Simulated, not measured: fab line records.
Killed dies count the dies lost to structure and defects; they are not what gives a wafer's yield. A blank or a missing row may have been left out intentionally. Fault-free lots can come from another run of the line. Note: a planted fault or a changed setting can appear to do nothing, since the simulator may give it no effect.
Matching of chambers + flow n5Finfet + N5_BEOL_M13_ETCH_59 on rieDiel-01: 4 sister chambers
The step etches BARC in N2/H2, target depth 89 nm, overetch 26.7 nm, time 67.9 s. 4 wafers are shown with their chamber, then 11 later ones without.

EACH WAFER AND ITS CHAMBER
| wafer  | chamber | showerheadPlenumPTorr (Torr) |
|--------|---------|------------------------------|
| L083.5 | 1       | 2.53                         |
| L084.1 | 3       | 2.60                         |
| L084.5 | 2       | 2.62                         |
| L086.1 | 0       | 2.59                         |

WAFERS WITHOUT THEIR CHAMBER
| wafer  | showerheadPlenumPTorr (Torr) |
|--------|------------------------------|
| L086.2 | 2.60                         |
| L086.6 | 2.60                         |
| L088.1 | 2.52                         |
| L088.4 | 2.58                         |
| L088.5 | 2.62                         |
| L090.1 | 2.52                         |
| L090.3 | 2.62                         |
| L090.6 | 2.62                         |
| L096.1 | 2.61                         |
| L096.4 | 2.61                         |
| L096.5 | 2.51                         |

THE CHAMBER EACH PASSED THROUGH
| wafer  | from the rows above          | in truth |
|--------|------------------------------|----------|
| L086.2 | can't be placed: 3 or 0      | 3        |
| L086.6 | can't be placed: 3 or 0      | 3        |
| L088.1 | 1                            | 1        |
| L088.4 | can't be placed: 0 or 3      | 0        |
| L088.5 | 2                            | 2        |
| L090.1 | 1                            | 1        |
| L090.3 | 2                            | 2        |
| L090.6 | 2                            | 2        |
| L096.1 | can't be placed: 3 or 2 or 0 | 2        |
| L096.4 | can't be placed: 3 or 2 or 0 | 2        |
| L096.5 | 1                            | 1        |
6 of 11 placed correctly. Unplaceable from these rows: 5, with the true chamber sitting among the candidates in 5. 0 placed wrongly.
How it was worked out, from the rows above alone: a wafer's distance from a chamber is the root of the sum, over the readings, of the square of ((its reading less the chamber's mean) divided by the reading's scatter). If the next closest chamber is less than 2 further off than the closest, the wafer can't be placed; otherwise it belongs to the closest. Each chamber's mean is taken over the wafers shown for it. The scatter: root of mean squared gap, hidden wafer to nearest shown wafer, with one shown wafer a chamber.
